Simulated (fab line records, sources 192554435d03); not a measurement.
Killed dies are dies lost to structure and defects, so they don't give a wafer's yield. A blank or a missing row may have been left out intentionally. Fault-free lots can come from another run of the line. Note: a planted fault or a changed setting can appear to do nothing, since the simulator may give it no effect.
What tool caused it? / flow n5 finfet / 9 lots with 25 wafers sampled at 5 steps, on a route of 1938 steps

## WHAT THE GAUGES READ, wafer by wafer
N5_BEOL_M4_RC_MEAS_101.
lot=L758; measured=day 7 21:47; on=prober-01; DIBL_N (mV/V)=38.3 39.7 36.7
lot=L762; measured=day 9 02:05; on=prober-01; DIBL_N (mV/V)=38.5 35.9 35.7
lot=L763; measured=day 9 07:04; on=prober-01; DIBL_N (mV/V)=36.9 34.3 35.0
lot=L765; measured=day 10 02:21; on=prober-01; DIBL_N (mV/V)=40.5 37.7 36.3
lot=L769; measured=day 11 02:26; on=prober-01; DIBL_N (mV/V)=38.1 36.4
lot=L777; measured=day 13 03:25; on=prober-01; DIBL_N (mV/V)=38.5 38.1
lot=L778; measured=day 13 16:40; on=prober-02; DIBL_N (mV/V)=37.1 34.8 32.6
lot=L780; measured=day 13 19:45; on=prober-02; DIBL_N (mV/V)=38.6 39.3 37.7
lot=L779; measured=day 13 20:19; on=prober-01; DIBL_N (mV/V)=34.2 39.0 36.4

## WHAT TOOL EACH LOT RAN ON (gives the tool, then ch and the chambers of the sampled wafers, and finally the start)
lot=L758; N5_BEOL_M2_ETCH_77=rie diel-01 ch 1,3, day 6 21:16; N5_BEOL_M2_ETCH_69=rie diel-01 ch 1,3, day 6 21:17; N5_BEOL_M2_VIA_ETCH_34=rie diel-02 ch 0,1, day 6 21:56; N5_BEOL_M2_TRENCH_ETCH_37=rie diel-02 ch 0,1, day 7 21:47 or earlier
lot=L762; N5_BEOL_M2_ETCH_77=rie diel-06 ch 0,3, day 7 16:20; N5_BEOL_M2_ETCH_69=rie diel-06 ch 0,3, day 7 16:22; N5_BEOL_M2_VIA_ETCH_34=rie diel-01 ch 0,1, day 7 18:13; N5_BEOL_M2_TRENCH_ETCH_37=rie diel-01 ch 0,1, day 9 02:05 or earlier
lot=L763; N5_BEOL_M2_ETCH_77=rie diel-01 ch 0,2,3, day 7 20:25; N5_BEOL_M2_ETCH_69=rie diel-01 ch 0,2,3, day 7 20:26; N5_BEOL_M2_VIA_ETCH_34=rie diel-02 ch 1,2,3, day 7 21:07; N5_BEOL_M2_TRENCH_ETCH_37=rie diel-02 ch 1,2,3, day 9 07:04 or earlier
lot=L765; N5_BEOL_M2_ETCH_77=rie diel-01 ch 2,3, day 8 11:28; N5_BEOL_M2_ETCH_69=rie diel-01 ch 2,3, day 8 11:29; N5_BEOL_M2_VIA_ETCH_34=rie diel-02 ch 0,1,2, day 8 18:35; N5_BEOL_M2_TRENCH_ETCH_37=rie diel-02 ch 0,1,2, day 10 02:21 or earlier
lot=L769; N5_BEOL_M2_ETCH_77=rie diel-01 ch 2,3, day 9 19:09; N5_BEOL_M2_ETCH_69=rie diel-01 ch 2,3, day 9 19:10; N5_BEOL_M2_VIA_ETCH_34=rie diel-02 ch 0, day 10 00:15; N5_BEOL_M2_TRENCH_ETCH_37=rie diel-02 ch 0, day 11 02:26 or earlier
lot=L777; N5_BEOL_M2_ETCH_77=rie diel-01 ch 2,3, day 11 12:50; N5_BEOL_M2_ETCH_69=rie diel-01 ch 2,3, day 11 12:52; N5_BEOL_M2_VIA_ETCH_34=rie diel-01 ch 0,3, day 11 13:46; N5_BEOL_M2_TRENCH_ETCH_37=rie diel-01 ch 0,3, day 13 03:25 or earlier
lot=L778; N5_BEOL_M2_ETCH_77=rie diel-06 ch 0,1,2, day 11 23:16; N5_BEOL_M2_ETCH_69=rie diel-06 ch 0,1,2, day 11 23:17; N5_BEOL_M2_VIA_ETCH_34=rie diel-06 ch 0,1,2, day 12 08:26; N5_BEOL_M2_TRENCH_ETCH_37=rie diel-06 ch 0,1,2, day 13 16:40 or earlier
lot=L780; N5_BEOL_M2_ETCH_77=rie diel-06 ch 0,1,3, day 12 04:15; N5_BEOL_M2_ETCH_69=rie diel-06 ch 0,1,3, day 12 04:16; N5_BEOL_M2_VIA_ETCH_34=rie diel-02 ch 0,1, day 12 09:44; N5_BEOL_M2_TRENCH_ETCH_37=rie diel-02 ch 0,1, day 13 19:45 or earlier
lot=L779; N5_BEOL_M2_ETCH_77=rie diel-02 ch 0,3, day 12 05:17; N5_BEOL_M2_ETCH_69=rie diel-02 ch 0,3, day 12 05:19; N5_BEOL_M2_VIA_ETCH_34=rie diel-02 ch 0,3, day 12 10:13; N5_BEOL_M2_TRENCH_ETCH_37=rie diel-02 ch 0,3, day 13 20:19 or earlier
- N5_BEOL_M2_ETCH_77: etches underlayer in N2/H2, target depth 6.5 nm, time 5.2 s.
- N5_BEOL_M2_ETCH_69: etches SiARC in CF4, target depth 15.6 nm, time 26 s.
- N5_BEOL_M2_VIA_ETCH_34: etches the open film in C4F6/O2, target depth 69.4 nm, time 65.9 s.
- N5_BEOL_M2_TRENCH_ETCH_37: etches SiOC in C4F6/O2, target depth 55.555 nm, time 29.2 s.

## THE ANSWER, worked out from the rows above alone
Rule: usual is defined by the lots themselves. The widest of any qualifying gaps counts: lots, ordered by their means at a reading, are off when they make up no more than a third of the lots, leave a main group of 4 or more, and stand apart from it by 3 or more times the standard deviation of that group's means. Not used: any main group whose means are identical at the precision the tables above print for the reading. A lot without any number at a reading at which 4 lots or more have one is off too. All remaining lots with rows at the step are treated as sound.
No lot is off on any of the readings shown, so nothing can be concluded from this.

## WHAT HAD BEEN PUT IN BY THE SIMULATOR
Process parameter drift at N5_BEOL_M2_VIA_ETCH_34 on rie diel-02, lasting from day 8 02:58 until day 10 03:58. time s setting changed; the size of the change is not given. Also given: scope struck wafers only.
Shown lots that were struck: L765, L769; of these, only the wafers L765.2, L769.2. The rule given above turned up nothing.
